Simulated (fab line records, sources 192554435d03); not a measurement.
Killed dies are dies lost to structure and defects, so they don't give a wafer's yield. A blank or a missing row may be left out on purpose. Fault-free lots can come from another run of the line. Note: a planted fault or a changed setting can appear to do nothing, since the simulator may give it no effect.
Comparing a struck lot with a sound one	flow n5_finfet	23 out of 1938 route steps
Sound: these wafers, L172.1, L172.3, L172.5. Struck: wafers L159.3, L159.5. (L159.4 of the same lot was not struck and is left out.) The cause comes at the end.
At each step with rows: each side's tool, then ch and its chambers, then its first start. Under that, the readings that differ: sound wafers	struck wafers	difference of the means	sigmas: that difference in standard deviations of wafers without a fault.
alike: readings with means less than 2 such deviations apart, plus words and numbers identical on both sides. not compared: withheld readings, readings lacking a value on some wafer, bounds such as >300 that could conceal the same value, and numbers that have no deviation in the record and whose values overlap.
A row with sigmas, a row that says differs or no value, or rows on one side alone: a step with any of these is where the two part. Numbers that don't overlap but have no deviation are shown without sigmas and don't part them. A reading missing from all wafers of one side parts the sides only when that side holds two or more wafers.

first, 8 steps without rows for these wafers: N5_BEOL_M3_ECD_50 (material Cu, target thk 300 nm); N5_BEOL_M3_ANNEAL_51 (time 90 s); N5_BEOL_M3_CMP_52 (polishes, stops on SiOC, t overpolish 6.8 s, target thk 40 nm); N5_BEOL_M3_PRE_CLEAN_60 (time 15 s); N5_BEOL_M3_CO_CAP_55 (material Co, precursor CCTBA/H2, target thk 2 nm, time 102.1 s); N5_BEOL_M3_PRE_CLEAN_56 (time 15 s); N5_BEOL_M3_DEP_57 (deposits SiCN from 3MS/NH3, target thk 8 nm, time 14 s); N5_BEOL_M4_ILD_DEP_00 (deposits SiOC from DEMS/O2, target thk 79 nm, time 15.3 s).
N5_BEOL_M4_PECVD_72: deposits SiO2 from TEOS/O2, target thk 16 nm, time 18 s.
  sound on pecvd-02 ch 1,2, day 12 20:26; struck on pecvd-02 ch 1, day 8 11:56
  alike: heater_power_w, showerhead_plenum_p_Torr, throttle_valve_pct
then, 10 steps without rows for these wafers: N5_BEOL_M4_HM_DEP_02 (deposits TiN, target thk 20 nm); N5_BEOL_M4_COAT_61 (time 60 s, resist thk 60 nm); N5_BEOL_M4_COAT_62 (time 60 s, resist thk 12 nm); N5_BEOL_M4_COAT_73 (time 60 s, resist thk 5 nm); N5_BEOL_M4_COAT_05 (resist thk 30 nm); N5_BEOL_M4_EBR_07; N5_BEOL_M4_SOFTBAKE_06 (time 60 s); N5_BEOL_M4_EXPOSE_08 (exposes mask M4); N5_BEOL_M4_PEB_09 (peb time 60 s); N5_BEOL_M4_DEVELOP_10 (develop time 30 s).
N5_BEOL_M4_INSPECT_13: inspects for defects (brightfield).
  sound: defect_inspect-01 at day 12 21:01; struck: defect_inspect-02 at day 8 13:41
reading	sound	struck	difference	sigmas
raw_defect_count	358 317 422	1628 1611	+1254	+15
then, 1 step without rows for these wafers: N5_BEOL_M4_DESCUM_16 (chemistry O2, time 7 s).
N5_BEOL_M4_RC_MEAS_101:
  sound on prober-02 ch 0, day 13 19:33; struck on prober-01 ch 0, day 9 00:59
  alike: DIBL_N, DIBL_P, IOFF_N, IOFF_P, ION_N, ION_P, SS_N, SS_P, VT_N, VT_P
-- record jumps: 3 days separate the struck wafers' starts on either side; left off in module BEOL_M4, taken up again in module PASSIVATION, whose first shown step is the route's number 1936 --
N5_PASSIVATION_PROBE_49:
  sound: prober-01 at day 18 12:49; struck: prober-02 at day 12 08:44
reading	sound	struck	difference	sigmas
defect_limited_yield (%)	92.5 89.5 91.8	84.4 82.4	-7.9	-5
killed_at_M4_up	7 14 4	110 97	+95	+20
killed_dies	89 124 97	184 208	+93	+5
killed_on_rim	14 17 16	30 41	+20	+5
sort_bin_5_function (%)	4.6 6.4 4.5	8.9 9.9	+4.2	+4
sort_n_pass	1091 1056 1083	996 972	-93	-5
sort_yield_pct (%)	92.5 89.5 91.8	84.4 82.4	-7.9	-5
  alike: killed_at_M0_to_M3, killed_at_contacts, killed_at_front_end, killed_at_other, killed_open, killed_short, sort_bin_6_memory, sort_bin_8_speed

== WHERE THEY PART ==
At N5_BEOL_M4_INSPECT_13 first; at N5_PASSIVATION_PROBE_49 last (within this record only).

WHY: the cause the simulator had injected
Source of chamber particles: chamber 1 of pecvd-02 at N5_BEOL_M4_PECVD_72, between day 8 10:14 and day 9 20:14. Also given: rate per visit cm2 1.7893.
